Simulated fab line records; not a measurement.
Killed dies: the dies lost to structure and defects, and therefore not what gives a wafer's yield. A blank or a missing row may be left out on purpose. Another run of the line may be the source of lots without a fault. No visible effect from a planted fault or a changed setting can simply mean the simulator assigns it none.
What tool caused it? || flow n5_finfet || 15 lots with 43 wafers sampled at 4 steps, on a route of 1938 steps

## WHAT EACH GAUGE READ, for each wafer
N5_BEOL_M0_SAQP_CD_MEAS_40: the cd target is 30 nm.
{"lot": "L177", "measured": "day 5 20:13", "on": "cd_sem-02", "cd_nm (nm)": "29.7 29.7 29.5"}
{"lot": "L179", "measured": "day 6 03:30", "on": "cd_sem-02", "cd_nm (nm)": "29.5 30.0 30.0"}
{"lot": "L180", "measured": "day 6 10:22", "on": "cd_sem-02", "cd_nm (nm)": "30.0 30.1 29.5"}
{"lot": "L181", "measured": "day 6 20:02", "on": "cd_sem-02", "cd_nm (nm)": "30.4 30.3"}
{"lot": "L182", "measured": "day 6 23:08", "on": "cd_sem-01", "cd_nm (nm)": "29.9 30.0 29.7"}
{"lot": "L183", "measured": "day 7 07:54", "on": "cd_sem-01", "cd_nm (nm)": "29.3 29.7 29.7"}
{"lot": "L184", "measured": "day 7 11:47", "on": "cd_sem-01", "cd_nm (nm)": "- - -"}
{"lot": "L185", "measured": "day 7 20:15", "on": "cd_sem-01", "cd_nm (nm)": "- - -"}
{"lot": "L186", "measured": "day 7 22:32", "on": "cd_sem-03", "cd_nm (nm)": "- - -"}
{"lot": "L194", "measured": "day 9 20:02", "on": "cd_sem-02", "cd_nm (nm)": "29.9 30.0 29.9"}
{"lot": "L195", "measured": "day 11 02:05", "on": "cd_sem-02", "cd_nm (nm)": "30.2 30.0 29.8"}
{"lot": "L196", "measured": "day 11 02:19", "on": "cd_sem-03", "cd_nm (nm)": "30.1 29.8 30.8"}
{"lot": "L197", "measured": "day 11 02:22", "on": "cd_sem-02", "cd_nm (nm)": "30.3 29.8 29.6"}
{"lot": "L198", "measured": "day 11 02:50", "on": "cd_sem-02", "cd_nm (nm)": "29.8 30.0 30.1"}
{"lot": "L200", "measured": "day 11 14:46", "on": "cd_sem-03", "cd_nm (nm)": "29.4 30.0"}

## WHAT TOOL EACH LOT RAN ON (gives the tool, then ch and the chambers of the sampled wafers, and finally the start)
{"lot": "L177", "N5_BEOL_M0_SAQP_HM_OPEN_112": "rie_diel-03 ch 0,2,3, day 5 15:58", "N5_BEOL_M0_SAQP_MANDREL_ETCH_20": "rie_si-01 ch 0,1,3, day 5 16:02", "N5_BEOL_M0_SAQP_DEVELOP_39": "litho_track-05 ch 0, day 5 20:10"}
{"lot": "L179", "N5_BEOL_M0_SAQP_HM_OPEN_112": "rie_diel-02 ch 0,1,2, day 5 23:04", "N5_BEOL_M0_SAQP_MANDREL_ETCH_20": "rie_si-04 ch 0,1,3, day 5 23:09", "N5_BEOL_M0_SAQP_DEVELOP_39": "litho_track-05 ch 0, day 6 03:27"}
{"lot": "L180", "N5_BEOL_M0_SAQP_HM_OPEN_112": "rie_diel-01 ch 0,2,3, day 6 06:39", "N5_BEOL_M0_SAQP_MANDREL_ETCH_20": "rie_si-04 ch 0,2,3, day 6 06:44", "N5_BEOL_M0_SAQP_DEVELOP_39": "litho_track-03 ch 0, day 6 10:19"}
{"lot": "L181", "N5_BEOL_M0_SAQP_HM_OPEN_112": "rie_diel-02 ch 1,2, day 6 15:52", "N5_BEOL_M0_SAQP_MANDREL_ETCH_20": "rie_si-04 ch 1,2, day 6 15:56", "N5_BEOL_M0_SAQP_DEVELOP_39": "litho_track-02 ch 0, day 6 19:59"}
{"lot": "L182", "N5_BEOL_M0_SAQP_HM_OPEN_112": "rie_diel-01 ch 0,1,2, day 6 18:44", "N5_BEOL_M0_SAQP_MANDREL_ETCH_20": "rie_si-02 ch 1,2, day 6 18:49", "N5_BEOL_M0_SAQP_DEVELOP_39": "litho_track-03 ch 0, day 6 23:04"}
{"lot": "L183", "N5_BEOL_M0_SAQP_HM_OPEN_112": "rie_diel-01 ch 1,2, day 7 03:43", "N5_BEOL_M0_SAQP_MANDREL_ETCH_20": "rie_si-02 ch 0,2,3, day 7 03:48", "N5_BEOL_M0_SAQP_DEVELOP_39": "litho_track-05 ch 0, day 7 07:50"}
{"lot": "L184", "N5_BEOL_M0_SAQP_HM_OPEN_112": "rie_diel-03 ch 0,2, day 7 06:48", "N5_BEOL_M0_SAQP_MANDREL_ETCH_20": "rie_si-01 ch 0,1,2, day 7 06:53", "N5_BEOL_M0_SAQP_DEVELOP_39": "litho_track-05, day 7 11:44"}
{"lot": "L185", "N5_BEOL_M0_SAQP_HM_OPEN_112": "rie_diel-03 ch 0,1,3, day 7 14:41", "N5_BEOL_M0_SAQP_MANDREL_ETCH_20": "rie_si-02 ch 1,2,3, day 7 14:46", "N5_BEOL_M0_SAQP_DEVELOP_39": "litho_track-02, day 7 20:11"}
{"lot": "L186", "N5_BEOL_M0_SAQP_HM_OPEN_112": "rie_diel-02 ch 1,2, day 7 18:38", "N5_BEOL_M0_SAQP_MANDREL_ETCH_20": "rie_si-02 ch 0,1, day 7 18:43", "N5_BEOL_M0_SAQP_DEVELOP_39": "litho_track-03, day 7 22:28"}
{"lot": "L194", "N5_BEOL_M0_SAQP_HM_OPEN_112": "rie_diel-01 ch 0,3, day 9 16:19", "N5_BEOL_M0_SAQP_MANDREL_ETCH_20": "rie_si-01 ch 1,2,3, day 9 16:23", "N5_BEOL_M0_SAQP_DEVELOP_39": "litho_track-03 ch 0, day 9 19:58"}
{"lot": "L195", "N5_BEOL_M0_SAQP_HM_OPEN_112": "rie_diel-02 ch 0,1,3, day 10 20:36", "N5_BEOL_M0_SAQP_MANDREL_ETCH_20": "rie_si-01 ch 2,3, day 10 20:41", "N5_BEOL_M0_SAQP_DEVELOP_39": "litho_track-03 ch 0, day 11 02:01"}
{"lot": "L196", "N5_BEOL_M0_SAQP_HM_OPEN_112": "rie_diel-01 ch 1,2, day 10 20:46", "N5_BEOL_M0_SAQP_MANDREL_ETCH_20": "rie_si-02 ch 2,3, day 10 20:51", "N5_BEOL_M0_SAQP_DEVELOP_39": "litho_track-03 ch 0, day 11 02:15"}
{"lot": "L197", "N5_BEOL_M0_SAQP_HM_OPEN_112": "rie_diel-02 ch 0,2,3, day 10 20:58", "N5_BEOL_M0_SAQP_MANDREL_ETCH_20": "rie_si-04 ch 0,3, day 10 21:02", "N5_BEOL_M0_SAQP_DEVELOP_39": "litho_track-03 ch 0, day 11 02:19"}
{"lot": "L198", "N5_BEOL_M0_SAQP_HM_OPEN_112": "rie_diel-03 ch 1,2,3, day 10 21:06", "N5_BEOL_M0_SAQP_MANDREL_ETCH_20": "rie_si-01 ch 0,1,3, day 10 21:11", "N5_BEOL_M0_SAQP_DEVELOP_39": "litho_track-03 ch 0, day 11 02:46"}
{"lot": "L200", "N5_BEOL_M0_SAQP_HM_OPEN_112": "rie_diel-01 ch 0,1, day 11 11:09", "N5_BEOL_M0_SAQP_MANDREL_ETCH_20": "rie_si-04 ch 0,3, day 11 11:15", "N5_BEOL_M0_SAQP_DEVELOP_39": "litho_track-03 ch 0, day 11 14:42"}
- N5_BEOL_M0_SAQP_HM_OPEN_112: chemistry CHF3/O2, target SiO2, stops on a-Si, target depth 12 nm, time 13.5 s.
- N5_BEOL_M0_SAQP_MANDREL_ETCH_20: etches a-Si in HBr/Cl2, stops on SiNx, target depth 60 nm, bt time 10 s, time 30 s.
- N5_BEOL_M0_SAQP_DEVELOP_39: develop time 30 s.

## WHAT THE TOOLS THEMSELVES READ (means of the sampled wafers that have a number; where no wafer has one, the mark that the record gives instead)
N5_BEOL_M0_SAQP_HM_OPEN_112.
{"lot": "L177", "tool": "rie_diel-03", "chamber_pressure_mTorr (mTorr)": 30.000, "drypump_motor_current_A (A)": 6.4, "mfc_ar_sccm (sccm)": 199.9, "oes_ar_750_au (a.u.)": 0.81, "oes_product_au (a.u.)": 0.54, "rf_vpp_V (V)": 522, "showerhead_plenum_p_Torr (Torr)": 2.49, "throttle_valve_pct (%)": 18.64}
{"lot": "L179", "tool": "rie_diel-02", "chamber_pressure_mTorr (mTorr)": 29.993, "drypump_motor_current_A (A)": 5.9, "mfc_ar_sccm (sccm)": 199.8, "oes_ar_750_au (a.u.)": 0.74, "oes_product_au (a.u.)": 0.48, "rf_vpp_V (V)": 522, "showerhead_plenum_p_Torr (Torr)": 2.42, "throttle_valve_pct (%)": 18.97}
{"lot": "L180", "tool": "rie_diel-01", "chamber_pressure_mTorr (mTorr)": 29.974, "drypump_motor_current_A (A)": 5.6, "mfc_ar_sccm (sccm)": 200.1, "oes_ar_750_au (a.u.)": 0.77, "oes_product_au (a.u.)": 0.51, "rf_vpp_V (V)": 524, "showerhead_plenum_p_Torr (Torr)": 2.44, "throttle_valve_pct (%)": 18.86}
{"lot": "L181", "tool": "rie_diel-02", "chamber_pressure_mTorr (mTorr)": 29.950, "drypump_motor_current_A (A)": 5.8, "mfc_ar_sccm (sccm)": 199.3, "oes_ar_750_au (a.u.)": 0.74, "oes_product_au (a.u.)": 0.48, "rf_vpp_V (V)": 510, "showerhead_plenum_p_Torr (Torr)": 2.41, "throttle_valve_pct (%)": 19.02}
{"lot": "L182", "tool": "rie_diel-01", "chamber_pressure_mTorr (mTorr)": 30.007, "drypump_motor_current_A (A)": 5.4, "mfc_ar_sccm (sccm)": 199.9, "oes_ar_750_au (a.u.)": 0.78, "oes_product_au (a.u.)": 0.50, "rf_vpp_V (V)": 513, "showerhead_plenum_p_Torr (Torr)": 2.44, "throttle_valve_pct (%)": 18.82}
{"lot": "L183", "tool": "rie_diel-01", "chamber_pressure_mTorr (mTorr)": 30.006, "drypump_motor_current_A (A)": 5.6, "mfc_ar_sccm (sccm)": 199.7, "oes_ar_750_au (a.u.)": 0.76, "oes_product_au (a.u.)": 0.50, "rf_vpp_V (V)": 505, "showerhead_plenum_p_Torr (Torr)": 2.39, "throttle_valve_pct (%)": 18.80}
{"lot": "L184", "tool": "rie_diel-03", "chamber_pressure_mTorr (mTorr)": 30.021, "drypump_motor_current_A (A)": 6.3, "mfc_ar_sccm (sccm)": 200.6, "oes_ar_750_au (a.u.)": 0.74, "oes_product_au (a.u.)": 0.49, "rf_vpp_V (V)": 523, "showerhead_plenum_p_Torr (Torr)": 2.43, "throttle_valve_pct (%)": 18.74}
{"lot": "L185", "tool": "rie_diel-03", "chamber_pressure_mTorr (mTorr)": 29.993, "drypump_motor_current_A (A)": 6.1, "mfc_ar_sccm (sccm)": 199.6, "oes_ar_750_au (a.u.)": 0.80, "oes_product_au (a.u.)": 0.53, "rf_vpp_V (V)": 515, "showerhead_plenum_p_Torr (Torr)": 2.48, "throttle_valve_pct (%)": 18.76}
{"lot": "L186", "tool": "rie_diel-02", "chamber_pressure_mTorr (mTorr)": 29.983, "drypump_motor_current_A (A)": 5.8, "mfc_ar_sccm (sccm)": 199.9, "oes_ar_750_au (a.u.)": 0.74, "oes_product_au (a.u.)": 0.48, "rf_vpp_V (V)": 506, "showerhead_plenum_p_Torr (Torr)": 2.38, "throttle_valve_pct (%)": 19.06}
{"lot": "L194", "tool": "rie_diel-01", "chamber_pressure_mTorr (mTorr)": 30.016, "drypump_motor_current_A (A)": 6.0, "mfc_ar_sccm (sccm)": 199.8, "oes_ar_750_au (a.u.)": 0.70, "oes_product_au (a.u.)": 0.45, "rf_vpp_V (V)": 518, "showerhead_plenum_p_Torr (Torr)": 2.41, "throttle_valve_pct (%)": 18.89}
{"lot": "L195", "tool": "rie_diel-02", "chamber_pressure_mTorr (mTorr)": 29.990, "drypump_motor_current_A (A)": 5.8, "mfc_ar_sccm (sccm)": 199.7, "oes_ar_750_au (a.u.)": 0.78, "oes_product_au (a.u.)": 0.51, "rf_vpp_V (V)": 532, "showerhead_plenum_p_Torr (Torr)": 2.37, "throttle_valve_pct (%)": 18.96}
{"lot": "L196", "tool": "rie_diel-01", "chamber_pressure_mTorr (mTorr)": 29.991, "drypump_motor_current_A (A)": 5.6, "mfc_ar_sccm (sccm)": 200.3, "oes_ar_750_au (a.u.)": 0.91, "oes_product_au (a.u.)": 0.59, "rf_vpp_V (V)": 504, "showerhead_plenum_p_Torr (Torr)": 2.38, "throttle_valve_pct (%)": 18.57}
{"lot": "L197", "tool": "rie_diel-02", "chamber_pressure_mTorr (mTorr)": 29.994, "drypump_motor_current_A (A)": 5.9, "mfc_ar_sccm (sccm)": 200.1, "oes_ar_750_au (a.u.)": 0.78, "oes_product_au (a.u.)": 0.51, "rf_vpp_V (V)": 539, "showerhead_plenum_p_Torr (Torr)": 2.44, "throttle_valve_pct (%)": 18.91}
{"lot": "L198", "tool": "rie_diel-03", "chamber_pressure_mTorr (mTorr)": 30.018, "drypump_motor_current_A (A)": 6.2, "mfc_ar_sccm (sccm)": 200.4, "oes_ar_750_au (a.u.)": 0.77, "oes_product_au (a.u.)": 0.50, "rf_vpp_V (V)": 524, "showerhead_plenum_p_Torr (Torr)": 2.44, "throttle_valve_pct (%)": 18.86}
{"lot": "L200", "tool": "rie_diel-01", "chamber_pressure_mTorr (mTorr)": 29.978, "drypump_motor_current_A (A)": 5.4, "mfc_ar_sccm (sccm)": 200.2, "oes_ar_750_au (a.u.)": 0.83, "oes_product_au (a.u.)": 0.54, "rf_vpp_V (V)": 500, "showerhead_plenum_p_Torr (Torr)": 2.43, "throttle_valve_pct (%)": 18.62}

N5_BEOL_M0_SAQP_MANDREL_ETCH_20.
{"lot": "L177", "tool": "rie_si-01", "chamber_pressure_mTorr (mTorr)": 9.999, "drypump_motor_current_A (A)": 5.9, "mfc_cl2_sccm (sccm)": 80.14, "oes_product_au (a.u.)": 0.769, "throttle_valve_pct (%)": 35.0}
{"lot": "L179", "tool": "rie_si-04", "chamber_pressure_mTorr (mTorr)": 10.004, "drypump_motor_current_A (A)": 5.6, "mfc_cl2_sccm (sccm)": 80.15, "oes_product_au (a.u.)": 0.765, "throttle_valve_pct (%)": 35.6}
{"lot": "L180", "tool": "rie_si-04", "chamber_pressure_mTorr (mTorr)": 9.995, "drypump_motor_current_A (A)": 5.3, "mfc_cl2_sccm (sccm)": 79.96, "oes_product_au (a.u.)": 0.757, "throttle_valve_pct (%)": 35.6}
{"lot": "L181", "tool": "rie_si-04", "chamber_pressure_mTorr (mTorr)": 9.997, "drypump_motor_current_A (A)": 5.4, "mfc_cl2_sccm (sccm)": 79.93, "oes_product_au (a.u.)": 0.788, "throttle_valve_pct (%)": 35.5}
{"lot": "L182", "tool": "rie_si-02", "chamber_pressure_mTorr (mTorr)": 10.007, "drypump_motor_current_A (A)": 5.6, "mfc_cl2_sccm (sccm)": 80.30, "oes_product_au (a.u.)": 0.776, "throttle_valve_pct (%)": 34.9}
{"lot": "L183", "tool": "rie_si-02", "chamber_pressure_mTorr (mTorr)": 10.005, "drypump_motor_current_A (A)": 5.6, "mfc_cl2_sccm (sccm)": 80.02, "oes_product_au (a.u.)": 0.752, "throttle_valve_pct (%)": 35.6}
{"lot": "L184", "tool": "rie_si-01", "chamber_pressure_mTorr (mTorr)": 9.998, "drypump_motor_current_A (A)": 5.3, "mfc_cl2_sccm (sccm)": 80.12, "oes_product_au (a.u.)": 0.788, "throttle_valve_pct (%)": 35.1}
{"lot": "L185", "tool": "rie_si-02", "chamber_pressure_mTorr (mTorr)": 10.008, "drypump_motor_current_A (A)": 5.6, "mfc_cl2_sccm (sccm)": 79.93, "oes_product_au (a.u.)": 0.769, "throttle_valve_pct (%)": 35.1}
{"lot": "L186", "tool": "rie_si-02", "chamber_pressure_mTorr (mTorr)": 9.997, "drypump_motor_current_A (A)": 5.8, "mfc_cl2_sccm (sccm)": 79.92, "oes_product_au (a.u.)": 0.760, "throttle_valve_pct (%)": 35.6}
{"lot": "L194", "tool": "rie_si-01", "chamber_pressure_mTorr (mTorr)": 9.998, "drypump_motor_current_A (A)": 5.5, "mfc_cl2_sccm (sccm)": 79.99, "oes_product_au (a.u.)": 0.779, "throttle_valve_pct (%)": 35.3}
{"lot": "L195", "tool": "rie_si-01", "chamber_pressure_mTorr (mTorr)": 10.004, "drypump_motor_current_A (A)": 5.3, "mfc_cl2_sccm (sccm)": 80.39, "oes_product_au (a.u.)": 0.775, "throttle_valve_pct (%)": 35.4}
{"lot": "L196", "tool": "rie_si-02", "chamber_pressure_mTorr (mTorr)": 9.998, "drypump_motor_current_A (A)": 5.4, "mfc_cl2_sccm (sccm)": 79.92, "oes_product_au (a.u.)": 0.765, "throttle_valve_pct (%)": 35.3}
{"lot": "L197", "tool": "rie_si-04", "chamber_pressure_mTorr (mTorr)": 9.998, "drypump_motor_current_A (A)": 5.4, "mfc_cl2_sccm (sccm)": 79.97, "oes_product_au (a.u.)": 0.761, "throttle_valve_pct (%)": 35.4}
{"lot": "L198", "tool": "rie_si-01", "chamber_pressure_mTorr (mTorr)": 9.993, "drypump_motor_current_A (A)": 5.9, "mfc_cl2_sccm (sccm)": 80.34, "oes_product_au (a.u.)": 0.770, "throttle_valve_pct (%)": 35.0}
{"lot": "L200", "tool": "rie_si-04", "chamber_pressure_mTorr (mTorr)": 9.998, "drypump_motor_current_A (A)": 5.4, "mfc_cl2_sccm (sccm)": 79.80, "oes_product_au (a.u.)": 0.738, "throttle_valve_pct (%)": 35.6}

N5_BEOL_M0_SAQP_DEVELOP_39.
{"lot": "L177", "tool": "litho_track-05", "chill_plate_temp_C (C)": 22.99, "developer_temp_C (C)": 22.92}
{"lot": "L179", "tool": "litho_track-05", "chill_plate_temp_C (C)": 22.97, "developer_temp_C (C)": 22.92}
{"lot": "L180", "tool": "litho_track-03", "chill_plate_temp_C (C)": 23.09, "developer_temp_C (C)": 23.06}
{"lot": "L181", "tool": "litho_track-02", "chill_plate_temp_C (C)": 22.93, "developer_temp_C (C)": 22.84}
{"lot": "L182", "tool": "litho_track-03", "chill_plate_temp_C (C)": 22.96, "developer_temp_C (C)": 23.07}
{"lot": "L183", "tool": "litho_track-05", "chill_plate_temp_C (C)": 23.06, "developer_temp_C (C)": 22.92}
{"lot": "L184", "tool": "litho_track-05", "chill_plate_temp_C (C)": "-", "developer_temp_C (C)": "-"}
{"lot": "L185", "tool": "litho_track-02", "chill_plate_temp_C (C)": "-", "developer_temp_C (C)": "-"}
{"lot": "L186", "tool": "litho_track-03", "chill_plate_temp_C (C)": "-", "developer_temp_C (C)": "-"}
{"lot": "L194", "tool": "litho_track-03", "chill_plate_temp_C (C)": 23.04, "developer_temp_C (C)": 22.92}
{"lot": "L195", "tool": "litho_track-03", "chill_plate_temp_C (C)": 23.10, "developer_temp_C (C)": 23.02}
{"lot": "L196", "tool": "litho_track-03", "chill_plate_temp_C (C)": 22.86, "developer_temp_C (C)": 22.97}
{"lot": "L197", "tool": "litho_track-03", "chill_plate_temp_C (C)": 22.96, "developer_temp_C (C)": 22.99}
{"lot": "L198", "tool": "litho_track-03", "chill_plate_temp_C (C)": 22.86, "developer_temp_C (C)": 22.91}
{"lot": "L200", "tool": "litho_track-03", "chill_plate_temp_C (C)": 23.06, "developer_temp_C (C)": 22.91}

## THE ANSWER, worked out from the rows above alone
Rule: what is usual is taken from the lots themselves. Put in order of their means at a reading, lots are off if they are a third of the lots or fewer, leave a main group of 4 or more, and stand apart from it by a gap of 3 or more times the standard deviation of the main group's means; of several such gaps the widest counts. The tables above print the reading to a certain number of digits; a main group whose means all agree to those digits is not used. Also off: a lot with no number at a reading for which 4 or more lots have one. Any other lot the step has rows for is counted as sound. After the gauges, taken in route order, come the tools' own readings; for these a lot's mean is taken, as printed above. At the first step where some lot is off, the reading lying furthest off is the one used; lots without a number count as furthest.
Off: L184, L185, L186, at N5_BEOL_M0_SAQP_CD_MEAS_40 (cd_nm). Without a number there: L184, L185, L186. The main group: mean 29.9 nm, standard deviation 0.22.
If a tool, at a process step before that reading, ran all the lots that are off and no sound lot after the first of them, it fits. The gauges at N5_BEOL_M0_SAQP_CD_MEAS_40 aren't tried: what is off there is off at N5_BEOL_M0_SAQP_DEVELOP_39 too, on other tools, and a gauge's error can't cause that. None of those tried fits.

## WHAT HAD BEEN PUT IN BY THE SIMULATOR
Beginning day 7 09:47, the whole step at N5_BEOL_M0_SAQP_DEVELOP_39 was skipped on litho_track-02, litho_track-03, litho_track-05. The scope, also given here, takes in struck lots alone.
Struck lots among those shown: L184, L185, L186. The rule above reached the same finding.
